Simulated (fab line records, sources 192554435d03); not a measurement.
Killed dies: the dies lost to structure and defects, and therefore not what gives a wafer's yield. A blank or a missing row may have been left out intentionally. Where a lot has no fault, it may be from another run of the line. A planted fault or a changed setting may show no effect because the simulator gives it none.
Which of the tools did it? || flow n5-finfet || Sampling: 24 lots, 72 wafers, 4 of 1938 route steps

## WHAT THE GAUGES READ, wafer by wafer
N5_BEOL_M4_CD_MEAS_18: pitch 36 nm, target cd 18 nm. Usual: cd-nm reads 18.0 nm (standard deviation 0.32).
{"lot": "L074", "measured": "day 7 17:24", "on": "cd-sem-02", "cd-nm (nm)": "18.3 17.5 18.0", "flag": ""}
{"lot": "L075", "measured": "day 7 21:08", "on": "cd-sem-03", "cd-nm (nm)": "18.2 18.2 18.7", "flag": ""}
{"lot": "L076", "measured": "day 7 22:17", "on": "cd-sem-01", "cd-nm (nm)": "17.6 18.4 18.2", "flag": ""}
{"lot": "L077", "measured": "day 8 10:47", "on": "cd-sem-01", "cd-nm (nm)": "18.2 18.4 18.5", "flag": ""}
{"lot": "L078", "measured": "day 8 13:18", "on": "cd-sem-02", "cd-nm (nm)": "17.6 17.9 17.9", "flag": ""}
{"lot": "L080", "measured": "day 9 00:35", "on": "cd-sem-01", "cd-nm (nm)": "17.8 18.2 17.9", "flag": ""}
{"lot": "L079", "measured": "day 9 01:04", "on": "cd-sem-03", "cd-nm (nm)": "17.4 17.8 17.7", "flag": ""}
{"lot": "L081", "measured": "day 9 11:15", "on": "cd-sem-01", "cd-nm (nm)": "17.5 17.7 17.8", "flag": ""}
{"lot": "L082", "measured": "day 9 13:11", "on": "cd-sem-01", "cd-nm (nm)": "17.4 18.4 17.5", "flag": ""}
{"lot": "L084", "measured": "day 9 16:49", "on": "cd-sem-03", "cd-nm (nm)": "18.3 18.0 18.4", "flag": ""}
{"lot": "L083", "measured": "day 9 17:13", "on": "cd-sem-03", "cd-nm (nm)": "17.6 17.9 17.8", "flag": ""}
{"lot": "L085", "measured": "day 10 02:46", "on": "cd-sem-01", "cd-nm (nm)": "18.3 18.3 18.5", "flag": ""}
{"lot": "L086", "measured": "day 10 13:30", "on": "cd-sem-01", "cd-nm (nm)": "18.5 18.5 18.1", "flag": ""}
{"lot": "L088", "measured": "day 10 22:41", "on": "cd-sem-03", "cd-nm (nm)": "18.3 18.1 18.2", "flag": ""}
{"lot": "L087", "measured": "day 11 05:59", "on": "cd-sem-01", "cd-nm (nm)": "17.8 18.0 18.0", "flag": ""}
{"lot": "L089", "measured": "day 11 11:58", "on": "cd-sem-02", "cd-nm (nm)": "18.3 18.1 18.0", "flag": ""}
{"lot": "L090", "measured": "day 11 12:04", "on": "cd-sem-03", "cd-nm (nm)": "17.8 17.7 18.0", "flag": ""}
{"lot": "L092", "measured": "day 11 15:22", "on": "cd-sem-02", "cd-nm (nm)": "18.1 18.3 17.7", "flag": ""}
{"lot": "L091", "measured": "day 11 16:05", "on": "cd-sem-01", "cd-nm (nm)": "17.6 18.2 18.0", "flag": ""}
{"lot": "L093", "measured": "day 12 02:28", "on": "cd-sem-02", "cd-nm (nm)": "18.2 18.2 18.2", "flag": ""}
{"lot": "L094", "measured": "day 12 04:04", "on": "cd-sem-02", "cd-nm (nm)": "18.2 17.7 18.0", "flag": ""}
{"lot": "L095", "measured": "day 13 04:01", "on": "cd-sem-01", "cd-nm (nm)": "17.3 18.3 17.7", "flag": ""}
{"lot": "L096", "measured": "day 13 04:11", "on": "cd-sem-01", "cd-nm (nm)": "18.1 17.9 18.0", "flag": ""}
{"lot": "L097", "measured": "day 13 10:17", "on": "cd-sem-01", "cd-nm (nm)": "18.1 18.1 17.8", "flag": ""}

## WHICH TOOL RAN EACH LOT (tool, then ch and the chambers of the sampled wafers, then the start)
{"lot": "L074", "N5_BEOL_M3_STRIP_36": "rie-diel-05 ch 0,2,3, day 7 11:38", "N5_BEOL_M3_ETCH_41": "rie-diel-05 ch 0,2,3, day 7 14:04 or earlier", "N5_BEOL_M3_ANNEAL_89": "pvd-sputter-02, day 7 14:04"}
{"lot": "L075", "N5_BEOL_M3_STRIP_36": "rie-diel-02 ch 0,1,3, day 7 14:51", "N5_BEOL_M3_ETCH_41": "rie-diel-02 ch 0,1,3, day 7 17:08 or earlier", "N5_BEOL_M3_ANNEAL_89": "pvd-sputter-03, day 7 17:08"}
{"lot": "L076", "N5_BEOL_M3_STRIP_36": "rie-diel-05 ch 0,1, day 7 14:56", "N5_BEOL_M3_ETCH_41": "rie-diel-05 ch 0,1, day 7 18:58 or earlier", "N5_BEOL_M3_ANNEAL_89": "pvd-sputter-03, day 7 18:58"}
{"lot": "L077", "N5_BEOL_M3_STRIP_36": "rie-diel-05 ch 0,2,3, day 8 03:43", "N5_BEOL_M3_ETCH_41": "rie-diel-05 ch 0,2,3, day 8 05:50 or earlier", "N5_BEOL_M3_ANNEAL_89": "pvd-sputter-02, day 8 05:50"}
{"lot": "L078", "N5_BEOL_M3_STRIP_36": "rie-diel-05 ch 0,1,2, day 8 06:26", "N5_BEOL_M3_ETCH_41": "rie-diel-05 ch 0,1,2, day 8 08:44 or earlier", "N5_BEOL_M3_ANNEAL_89": "pvd-sputter-02, day 8 08:44"}
{"lot": "L080", "N5_BEOL_M3_STRIP_36": "rie-diel-02 ch 0,2,3, day 8 18:17", "N5_BEOL_M3_ETCH_41": "rie-diel-02 ch 0,2,3, day 8 21:01 or earlier", "N5_BEOL_M3_ANNEAL_89": "pvd-sputter-03, day 8 21:01"}
{"lot": "L079", "N5_BEOL_M3_STRIP_36": "rie-diel-05 ch 0,1, day 8 19:14", "N5_BEOL_M3_ETCH_41": "rie-diel-05 ch 0,1, day 8 21:43 or earlier", "N5_BEOL_M3_ANNEAL_89": "pvd-sputter-01, day 8 21:43"}
{"lot": "L081", "N5_BEOL_M3_STRIP_36": "rie-diel-02 ch 0,1, day 9 04:09", "N5_BEOL_M3_ETCH_41": "rie-diel-02 ch 0,1, day 9 07:00 or earlier", "N5_BEOL_M3_ANNEAL_89": "pvd-sputter-02, day 9 07:00"}
{"lot": "L082", "N5_BEOL_M3_STRIP_36": "rie-diel-05 ch 0,1,2, day 9 05:47", "N5_BEOL_M3_ETCH_41": "rie-diel-05 ch 0,1,2, day 9 08:50 or earlier", "N5_BEOL_M3_ANNEAL_89": "pvd-sputter-02, day 9 08:50"}
{"lot": "L084", "N5_BEOL_M3_STRIP_36": "rie-diel-01 ch 1,2,3, day 9 09:38", "N5_BEOL_M3_ETCH_41": "rie-diel-01 ch 1,2,3, day 9 12:13 or earlier", "N5_BEOL_M3_ANNEAL_89": "pvd-sputter-01, day 9 12:13"}
{"lot": "L083", "N5_BEOL_M3_STRIP_36": "rie-diel-02 ch 0,1, day 9 10:06", "N5_BEOL_M3_ETCH_41": "rie-diel-02 ch 0,1, day 9 12:56 or earlier", "N5_BEOL_M3_ANNEAL_89": "pvd-sputter-03, day 9 12:56"}
{"lot": "L085", "N5_BEOL_M3_STRIP_36": "rie-diel-01 ch 1,2,3, day 9 18:49", "N5_BEOL_M3_ETCH_41": "rie-diel-01 ch 1,2,3, day 9 21:58 or earlier", "N5_BEOL_M3_ANNEAL_89": "pvd-sputter-01, day 9 21:58"}
{"lot": "L086", "N5_BEOL_M3_STRIP_36": "rie-diel-05 ch 1,2,3, day 10 06:04", "N5_BEOL_M3_ETCH_41": "rie-diel-05 ch 1,2,3, day 10 08:31 or earlier", "N5_BEOL_M3_ANNEAL_89": "pvd-sputter-01, day 10 08:31"}
{"lot": "L088", "N5_BEOL_M3_STRIP_36": "rie-diel-01 ch 0,2,3, day 10 15:51", "N5_BEOL_M3_ETCH_41": "rie-diel-01 ch 0,2,3, day 10 17:56 or earlier", "N5_BEOL_M3_ANNEAL_89": "pvd-sputter-03, day 10 17:56"}
{"lot": "L087", "N5_BEOL_M3_STRIP_36": "rie-diel-05 ch 0,1,3, day 10 21:16", "N5_BEOL_M3_ETCH_41": "rie-diel-05 ch 0,1,3, day 10 23:41 or earlier", "N5_BEOL_M3_ANNEAL_89": "pvd-sputter-02, day 10 23:41"}
{"lot": "L089", "N5_BEOL_M3_STRIP_36": "rie-diel-01 ch 0,3, day 11 00:50", "N5_BEOL_M3_ETCH_41": "rie-diel-01 ch 0,3, day 11 07:59 or earlier", "N5_BEOL_M3_ANNEAL_89": "pvd-sputter-02, day 11 07:59"}
{"lot": "L090", "N5_BEOL_M3_STRIP_36": "rie-diel-02 ch 0,1,3, day 11 06:17", "N5_BEOL_M3_ETCH_41": "rie-diel-02 ch 0,1,3, day 11 08:16 or earlier", "N5_BEOL_M3_ANNEAL_89": "pvd-sputter-03, day 11 08:16"}
{"lot": "L092", "N5_BEOL_M3_STRIP_36": "rie-diel-02 ch 1,2,3, day 11 08:50", "N5_BEOL_M3_ETCH_41": "rie-diel-02 ch 1,2,3, day 11 11:25 or earlier", "N5_BEOL_M3_ANNEAL_89": "pvd-sputter-03, day 11 11:25"}
{"lot": "L091", "N5_BEOL_M3_STRIP_36": "rie-diel-02 ch 0,1,2, day 11 10:25", "N5_BEOL_M3_ETCH_41": "rie-diel-02 ch 0,1,2, day 11 12:55 or earlier", "N5_BEOL_M3_ANNEAL_89": "pvd-sputter-02, day 11 12:55"}
{"lot": "L093", "N5_BEOL_M3_STRIP_36": "rie-diel-02 ch 0,1,2, day 11 18:14", "N5_BEOL_M3_ETCH_41": "rie-diel-02 ch 0,1,2, day 11 21:28 or earlier", "N5_BEOL_M3_ANNEAL_89": "pvd-sputter-03, day 11 21:28"}
{"lot": "L094", "N5_BEOL_M3_STRIP_36": "rie-diel-01 ch 0,1,3, day 11 21:51", "N5_BEOL_M3_ETCH_41": "rie-diel-01 ch 0,1,3, day 12 00:23 or earlier", "N5_BEOL_M3_ANNEAL_89": "pvd-sputter-02, day 12 00:23"}
{"lot": "L095", "N5_BEOL_M3_STRIP_36": "rie-diel-02 ch 0,2,3, day 12 20:49", "N5_BEOL_M3_ETCH_41": "rie-diel-02 ch 0,2,3, day 12 23:10 or earlier", "N5_BEOL_M3_ANNEAL_89": "pvd-sputter-03, day 12 23:10"}
{"lot": "L096", "N5_BEOL_M3_STRIP_36": "rie-diel-05 ch 1,2, day 12 20:59", "N5_BEOL_M3_ETCH_41": "rie-diel-05 ch 1,2, day 12 23:20 or earlier", "N5_BEOL_M3_ANNEAL_89": "pvd-sputter-01, day 12 23:20"}
{"lot": "L097", "N5_BEOL_M3_STRIP_36": "rie-diel-05 ch 0,2, day 13 02:46", "N5_BEOL_M3_ETCH_41": "rie-diel-05 ch 0,2, day 13 06:47 or earlier", "N5_BEOL_M3_ANNEAL_89": "pvd-sputter-01, day 13 06:47"}
- N5_BEOL_M3_STRIP_36: strips in N2/H2.
- N5_BEOL_M3_ETCH_41: etches SiCN in CH3F/O2, target depth 29.9 nm, time 52.5 s.
- N5_BEOL_M3_ANNEAL_89: time 240 s.

## AS READ BY THE TOOLS THEMSELVES (means over the sampled wafers that have a number; for cases with no such wafer, the mark the record gives instead)
N5_BEOL_M3_STRIP_36. Usual: drypump-motor-current-A 5.9 A, standard deviation 0.32; oes-product-au 0.79 a.u., standard deviation 0.082; rf-vpp-V 59.2 V, standard deviation 1.6; showerhead-plenum-p-Torr 2.56 Torr, standard deviation 0.045; throttle-valve-pct 23.7 %, standard deviation 0.3.
{"lot": "L074", "tool": "rie-diel-05", "drypump-motor-current-A (A)": 5.9, "oes-product-au (a.u.)": 0.80, "rf-vpp-V (V)": 59.5, "showerhead-plenum-p-Torr (Torr)": 2.60, "throttle-valve-pct (%)": 23.7, "flag": ""}
{"lot": "L075", "tool": "rie-diel-02", "drypump-motor-current-A (A)": 5.8, "oes-product-au (a.u.)": 0.76, "rf-vpp-V (V)": 60.1, "showerhead-plenum-p-Torr (Torr)": 2.55, "throttle-valve-pct (%)": 23.7, "flag": ""}
{"lot": "L076", "tool": "rie-diel-05", "drypump-motor-current-A (A)": 6.0, "oes-product-au (a.u.)": 0.89, "rf-vpp-V (V)": 60.2, "showerhead-plenum-p-Torr (Torr)": 2.58, "throttle-valve-pct (%)": 23.3, "flag": ""}
{"lot": "L077", "tool": "rie-diel-05", "drypump-motor-current-A (A)": 5.9, "oes-product-au (a.u.)": 0.80, "rf-vpp-V (V)": 58.5, "showerhead-plenum-p-Torr (Torr)": 2.60, "throttle-valve-pct (%)": 23.7, "flag": ""}
{"lot": "L078", "tool": "rie-diel-05", "drypump-motor-current-A (A)": 5.8, "oes-product-au (a.u.)": 0.86, "rf-vpp-V (V)": 58.4, "showerhead-plenum-p-Torr (Torr)": 2.58, "throttle-valve-pct (%)": 23.5, "flag": ""}
{"lot": "L080", "tool": "rie-diel-02", "drypump-motor-current-A (A)": 5.8, "oes-product-au (a.u.)": 0.84, "rf-vpp-V (V)": 58.5, "showerhead-plenum-p-Torr (Torr)": 2.57, "throttle-valve-pct (%)": 23.5, "flag": ""}
{"lot": "L079", "tool": "rie-diel-05", "drypump-motor-current-A (A)": 6.0, "oes-product-au (a.u.)": 0.87, "rf-vpp-V (V)": 59.2, "showerhead-plenum-p-Torr (Torr)": 2.58, "throttle-valve-pct (%)": 23.6, "flag": ""}
{"lot": "L081", "tool": "rie-diel-02", "drypump-motor-current-A (A)": 5.7, "oes-product-au (a.u.)": 0.78, "rf-vpp-V (V)": 57.4, "showerhead-plenum-p-Torr (Torr)": 2.56, "throttle-valve-pct (%)": 23.8, "flag": ""}
{"lot": "L082", "tool": "rie-diel-05", "drypump-motor-current-A (A)": 5.8, "oes-product-au (a.u.)": 0.85, "rf-vpp-V (V)": 58.7, "showerhead-plenum-p-Torr (Torr)": 2.58, "throttle-valve-pct (%)": 23.5, "flag": ""}
{"lot": "L084", "tool": "rie-diel-01", "drypump-motor-current-A (A)": 5.8, "oes-product-au (a.u.)": 0.71, "rf-vpp-V (V)": 58.6, "showerhead-plenum-p-Torr (Torr)": 2.52, "throttle-valve-pct (%)": 23.8, "flag": ""}
{"lot": "L083", "tool": "rie-diel-02", "drypump-motor-current-A (A)": 6.0, "oes-product-au (a.u.)": 0.76, "rf-vpp-V (V)": 58.3, "showerhead-plenum-p-Torr (Torr)": 2.54, "throttle-valve-pct (%)": 24.0, "flag": ""}
{"lot": "L085", "tool": "rie-diel-01", "drypump-motor-current-A (A)": 5.7, "oes-product-au (a.u.)": 0.70, "rf-vpp-V (V)": 58.1, "showerhead-plenum-p-Torr (Torr)": 2.52, "throttle-valve-pct (%)": 23.8, "flag": ""}
{"lot": "L086", "tool": "rie-diel-05", "drypump-motor-current-A (A)": 5.8, "oes-product-au (a.u.)": 0.78, "rf-vpp-V (V)": 59.6, "showerhead-plenum-p-Torr (Torr)": 2.59, "throttle-valve-pct (%)": 23.5, "flag": ""}
{"lot": "L088", "tool": "rie-diel-01", "drypump-motor-current-A (A)": 5.9, "oes-product-au (a.u.)": 0.81, "rf-vpp-V (V)": 59.7, "showerhead-plenum-p-Torr (Torr)": 2.55, "throttle-valve-pct (%)": 23.7, "flag": ""}
{"lot": "L087", "tool": "rie-diel-05", "drypump-motor-current-A (A)": 6.0, "oes-product-au (a.u.)": 0.81, "rf-vpp-V (V)": 58.2, "showerhead-plenum-p-Torr (Torr)": 2.59, "throttle-valve-pct (%)": 23.5, "flag": ""}
{"lot": "L089", "tool": "rie-diel-01", "drypump-motor-current-A (A)": 6.1, "oes-product-au (a.u.)": 0.90, "rf-vpp-V (V)": 59.8, "showerhead-plenum-p-Torr (Torr)": 2.54, "throttle-valve-pct (%)": 23.4, "flag": ""}
{"lot": "L090", "tool": "rie-diel-02", "drypump-motor-current-A (A)": 5.8, "oes-product-au (a.u.)": 0.75, "rf-vpp-V (V)": 58.6, "showerhead-plenum-p-Torr (Torr)": 2.54, "throttle-valve-pct (%)": 23.8, "flag": ""}
{"lot": "L092", "tool": "rie-diel-02", "drypump-motor-current-A (A)": 6.2, "oes-product-au (a.u.)": 0.79, "rf-vpp-V (V)": 60.3, "showerhead-plenum-p-Torr (Torr)": 2.54, "throttle-valve-pct (%)": 23.7, "flag": ""}
{"lot": "L091", "tool": "rie-diel-02", "drypump-motor-current-A (A)": 6.1, "oes-product-au (a.u.)": 0.80, "rf-vpp-V (V)": 59.1, "showerhead-plenum-p-Torr (Torr)": 2.55, "throttle-valve-pct (%)": 23.8, "flag": ""}
{"lot": "L093", "tool": "rie-diel-02", "drypump-motor-current-A (A)": 6.0, "oes-product-au (a.u.)": 0.79, "rf-vpp-V (V)": 58.8, "showerhead-plenum-p-Torr (Torr)": 2.55, "throttle-valve-pct (%)": 23.8, "flag": ""}
{"lot": "L094", "tool": "rie-diel-01", "drypump-motor-current-A (A)": 6.0, "oes-product-au (a.u.)": 0.89, "rf-vpp-V (V)": 59.7, "showerhead-plenum-p-Torr (Torr)": 2.51, "throttle-valve-pct (%)": 23.5, "flag": ""}
{"lot": "L095", "tool": "rie-diel-02", "drypump-motor-current-A (A)": 5.8, "oes-product-au (a.u.)": 0.79, "rf-vpp-V (V)": 62.1, "showerhead-plenum-p-Torr (Torr)": 2.56, "throttle-valve-pct (%)": 23.6, "flag": ""}
{"lot": "L096", "tool": "rie-diel-05", "drypump-motor-current-A (A)": 5.6, "oes-product-au (a.u.)": 0.80, "rf-vpp-V (V)": 57.3, "showerhead-plenum-p-Torr (Torr)": 2.57, "throttle-valve-pct (%)": 23.4, "flag": ""}
{"lot": "L097", "tool": "rie-diel-05", "drypump-motor-current-A (A)": 5.9, "oes-product-au (a.u.)": 0.81, "rf-vpp-V (V)": 60.3, "showerhead-plenum-p-Torr (Torr)": 2.57, "throttle-valve-pct (%)": 23.7, "flag": ""}

N5_BEOL_M3_ETCH_41. Usual: drypump-motor-current-A 5.9 A, standard deviation 0.32; oes-product-au 0.79 a.u., standard deviation 0.084; rf-fwd-power-W 391.3 W, standard deviation 1.7; rf-vpp-V 297.8 V, standard deviation 1; showerhead-plenum-p-Torr 2.02 Torr, standard deviation 0.036; throttle-valve-pct 16.33 %, standard deviation 0.21.
{"lot": "L074", "tool": "rie-diel-05", "drypump-motor-current-A (A)": 5.9, "oes-product-au (a.u.)": 0.81, "rf-fwd-power-W (W)": 392.7, "rf-vpp-V (V)": 297.6, "showerhead-plenum-p-Torr (Torr)": 2.05, "throttle-valve-pct (%)": 16.30, "flag": ""}
{"lot": "L075", "tool": "rie-diel-02", "drypump-motor-current-A (A)": 5.8, "oes-product-au (a.u.)": 0.77, "rf-fwd-power-W (W)": 389.2, "rf-vpp-V (V)": 297.7, "showerhead-plenum-p-Torr (Torr)": 2.01, "throttle-valve-pct (%)": 16.28, "flag": ""}
{"lot": "L076", "tool": "rie-diel-05", "drypump-motor-current-A (A)": 5.9, "oes-product-au (a.u.)": 0.89, "rf-fwd-power-W (W)": 390.5, "rf-vpp-V (V)": 298.9, "showerhead-plenum-p-Torr (Torr)": 2.04, "throttle-valve-pct (%)": 16.09, "flag": ""}
{"lot": "L077", "tool": "rie-diel-05", "drypump-motor-current-A (A)": 5.9, "oes-product-au (a.u.)": 0.81, "rf-fwd-power-W (W)": 392.2, "rf-vpp-V (V)": 297.5, "showerhead-plenum-p-Torr (Torr)": 2.05, "throttle-valve-pct (%)": 16.30, "flag": ""}
{"lot": "L078", "tool": "rie-diel-05", "drypump-motor-current-A (A)": 5.8, "oes-product-au (a.u.)": 0.87, "rf-fwd-power-W (W)": 390.4, "rf-vpp-V (V)": 297.8, "showerhead-plenum-p-Torr (Torr)": 2.03, "throttle-valve-pct (%)": 16.17, "flag": ""}
{"lot": "L080", "tool": "rie-diel-02", "drypump-motor-current-A (A)": 5.8, "oes-product-au (a.u.)": 0.84, "rf-fwd-power-W (W)": 390.2, "rf-vpp-V (V)": 297.6, "showerhead-plenum-p-Torr (Torr)": 2.02, "throttle-valve-pct (%)": 16.23, "flag": ""}
{"lot": "L079", "tool": "rie-diel-05", "drypump-motor-current-A (A)": 6.0, "oes-product-au (a.u.)": 0.88, "rf-fwd-power-W (W)": 390.9, "rf-vpp-V (V)": 298.4, "showerhead-plenum-p-Torr (Torr)": 2.04, "throttle-valve-pct (%)": 16.24, "flag": ""}
{"lot": "L081", "tool": "rie-diel-02", "drypump-motor-current-A (A)": 5.7, "oes-product-au (a.u.)": 0.77, "rf-fwd-power-W (W)": 390.0, "rf-vpp-V (V)": 298.1, "showerhead-plenum-p-Torr (Torr)": 2.01, "throttle-valve-pct (%)": 16.36, "flag": ""}
{"lot": "L082", "tool": "rie-diel-05", "drypump-motor-current-A (A)": 5.8, "oes-product-au (a.u.)": 0.85, "rf-fwd-power-W (W)": 391.3, "rf-vpp-V (V)": 297.7, "showerhead-plenum-p-Torr (Torr)": 2.03, "throttle-valve-pct (%)": 16.18, "flag": ""}
{"lot": "L084", "tool": "rie-diel-01", "drypump-motor-current-A (A)": 5.7, "oes-product-au (a.u.)": 0.71, "rf-fwd-power-W (W)": 392.7, "rf-vpp-V (V)": 297.5, "showerhead-plenum-p-Torr (Torr)": 1.98, "throttle-valve-pct (%)": 16.51, "flag": ""}
{"lot": "L083", "tool": "rie-diel-02", "drypump-motor-current-A (A)": 6.0, "oes-product-au (a.u.)": 0.75, "rf-fwd-power-W (W)": 391.7, "rf-vpp-V (V)": 297.4, "showerhead-plenum-p-Torr (Torr)": 2.00, "throttle-valve-pct (%)": 16.48, "flag": ""}
{"lot": "L085", "tool": "rie-diel-01", "drypump-motor-current-A (A)": 5.7, "oes-product-au (a.u.)": 0.71, "rf-fwd-power-W (W)": 392.4, "rf-vpp-V (V)": 297.1, "showerhead-plenum-p-Torr (Torr)": 1.98, "throttle-valve-pct (%)": 16.52, "flag": ""}
{"lot": "L086", "tool": "rie-diel-05", "drypump-motor-current-A (A)": 5.8, "oes-product-au (a.u.)": 0.79, "rf-fwd-power-W (W)": 391.6, "rf-vpp-V (V)": 297.0, "showerhead-plenum-p-Torr (Torr)": 2.04, "throttle-valve-pct (%)": 16.18, "flag": ""}
{"lot": "L088", "tool": "rie-diel-01", "drypump-motor-current-A (A)": 5.9, "oes-product-au (a.u.)": 0.81, "rf-fwd-power-W (W)": 392.5, "rf-vpp-V (V)": 298.4, "showerhead-plenum-p-Torr (Torr)": 2.01, "throttle-valve-pct (%)": 16.34, "flag": ""}
{"lot": "L087", "tool": "rie-diel-05", "drypump-motor-current-A (A)": 6.0, "oes-product-au (a.u.)": 0.81, "rf-fwd-power-W (W)": 390.5, "rf-vpp-V (V)": 298.5, "showerhead-plenum-p-Torr (Torr)": 2.04, "throttle-valve-pct (%)": 16.26, "flag": ""}
{"lot": "L089", "tool": "rie-diel-01", "drypump-motor-current-A (A)": 6.2, "oes-product-au (a.u.)": 0.89, "rf-fwd-power-W (W)": 391.4, "rf-vpp-V (V)": 298.1, "showerhead-plenum-p-Torr (Torr)": 2.01, "throttle-valve-pct (%)": 16.06, "flag": ""}
{"lot": "L090", "tool": "rie-diel-02", "drypump-motor-current-A (A)": 5.8, "oes-product-au (a.u.)": 0.75, "rf-fwd-power-W (W)": 390.5, "rf-vpp-V (V)": 297.5, "showerhead-plenum-p-Torr (Torr)": 2.00, "throttle-valve-pct (%)": 16.33, "flag": ""}
{"lot": "L092", "tool": "rie-diel-02", "drypump-motor-current-A (A)": 6.1, "oes-product-au (a.u.)": 0.79, "rf-fwd-power-W (W)": 390.2, "rf-vpp-V (V)": 296.9, "showerhead-plenum-p-Torr (Torr)": 2.01, "throttle-valve-pct (%)": 16.36, "flag": ""}
{"lot": "L091", "tool": "rie-diel-02", "drypump-motor-current-A (A)": 6.0, "oes-product-au (a.u.)": 0.81, "rf-fwd-power-W (W)": 390.7, "rf-vpp-V (V)": 298.4, "showerhead-plenum-p-Torr (Torr)": 2.01, "throttle-valve-pct (%)": 16.41, "flag": ""}
{"lot": "L093", "tool": "rie-diel-02", "drypump-motor-current-A (A)": 6.0, "oes-product-au (a.u.)": 0.80, "rf-fwd-power-W (W)": 390.6, "rf-vpp-V (V)": 298.0, "showerhead-plenum-p-Torr (Torr)": 2.01, "throttle-valve-pct (%)": 16.42, "flag": ""}
{"lot": "L094", "tool": "rie-diel-01", "drypump-motor-current-A (A)": 6.0, "oes-product-au (a.u.)": 0.89, "rf-fwd-power-W (W)": 391.6, "rf-vpp-V (V)": 297.1, "showerhead-plenum-p-Torr (Torr)": 1.98, "throttle-valve-pct (%)": 16.13, "flag": ""}
{"lot": "L095", "tool": "rie-diel-02", "drypump-motor-current-A (A)": 5.8, "oes-product-au (a.u.)": 0.79, "rf-fwd-power-W (W)": 389.8, "rf-vpp-V (V)": 296.9, "showerhead-plenum-p-Torr (Torr)": 2.01, "throttle-valve-pct (%)": 16.28, "flag": ""}
{"lot": "L096", "tool": "rie-diel-05", "drypump-motor-current-A (A)": 5.6, "oes-product-au (a.u.)": 0.81, "rf-fwd-power-W (W)": 391.3, "rf-vpp-V (V)": 297.5, "showerhead-plenum-p-Torr (Torr)": 2.02, "throttle-valve-pct (%)": 16.15, "flag": ""}
{"lot": "L097", "tool": "rie-diel-05", "drypump-motor-current-A (A)": 5.9, "oes-product-au (a.u.)": 0.81, "rf-fwd-power-W (W)": 392.8, "rf-vpp-V (V)": 298.2, "showerhead-plenum-p-Torr (Torr)": 2.02, "throttle-valve-pct (%)": 16.38, "flag": ""}

N5_BEOL_M3_ANNEAL_89. Usual: heater-power-w reads 837 W (standard deviation 93).
{"lot": "L074", "tool": "pvd-sputter-02", "heater-power-w (W)": 937, "flag": ""}
{"lot": "L075", "tool": "pvd-sputter-03", "heater-power-w (W)": 757, "flag": ""}
{"lot": "L076", "tool": "pvd-sputter-03", "heater-power-w (W)": 786, "flag": ""}
{"lot": "L077", "tool": "pvd-sputter-02", "heater-power-w (W)": 949, "flag": ""}
{"lot": "L078", "tool": "pvd-sputter-02", "heater-power-w (W)": 955, "flag": ""}
{"lot": "L080", "tool": "pvd-sputter-03", "heater-power-w (W)": 782, "flag": ""}
{"lot": "L079", "tool": "pvd-sputter-01", "heater-power-w (W)": 725, "flag": ""}
{"lot": "L081", "tool": "pvd-sputter-02", "heater-power-w (W)": 911, "flag": ""}
{"lot": "L082", "tool": "pvd-sputter-02", "heater-power-w (W)": 924, "flag": ""}
{"lot": "L084", "tool": "pvd-sputter-01", "heater-power-w (W)": 756, "flag": ""}
{"lot": "L083", "tool": "pvd-sputter-03", "heater-power-w (W)": 754, "flag": ""}
{"lot": "L085", "tool": "pvd-sputter-01", "heater-power-w (W)": 784, "flag": ""}
{"lot": "L086", "tool": "pvd-sputter-01", "heater-power-w (W)": 810, "flag": ""}
{"lot": "L088", "tool": "pvd-sputter-03", "heater-power-w (W)": 791, "flag": ""}
{"lot": "L087", "tool": "pvd-sputter-02", "heater-power-w (W)": 938, "flag": ""}
{"lot": "L089", "tool": "pvd-sputter-02", "heater-power-w (W)": 933, "flag": ""}
{"lot": "L090", "tool": "pvd-sputter-03", "heater-power-w (W)": 745, "flag": ""}
{"lot": "L092", "tool": "pvd-sputter-03", "heater-power-w (W)": 787, "flag": ""}
{"lot": "L091", "tool": "pvd-sputter-02", "heater-power-w (W)": 958, "flag": ""}
{"lot": "L093", "tool": "pvd-sputter-03", "heater-power-w (W)": 803, "flag": ""}
{"lot": "L094", "tool": "pvd-sputter-02", "heater-power-w (W)": 969, "flag": ""}
{"lot": "L095", "tool": "pvd-sputter-03", "heater-power-w (W)": 810, "flag": ""}
{"lot": "L096", "tool": "pvd-sputter-01", "heater-power-w (W)": 851, "flag": ""}
{"lot": "L097", "tool": "pvd-sputter-01", "heater-power-w (W)": 835, "flag": ""}

## THE ANSWER, worked out from the rows above alone
Rule: a lot counts as off when the mean over its wafers that have a number is more than 3 standard deviations away from the usual mean. Also off: a lot with no number at a reading for which 4 or more lots have one. All remaining lots with rows at the step are treated as sound. The gauges are gone through in route order, then the tools' own readings, and for those a lot's mean is taken as printed above. At the first step where some lot is off, the reading lying furthest off is the one used; lots without a number count as furthest.
No lot is off at any reading shown: from this, nothing can be told.

## WHAT THE SIMULATOR HAD PUT IN
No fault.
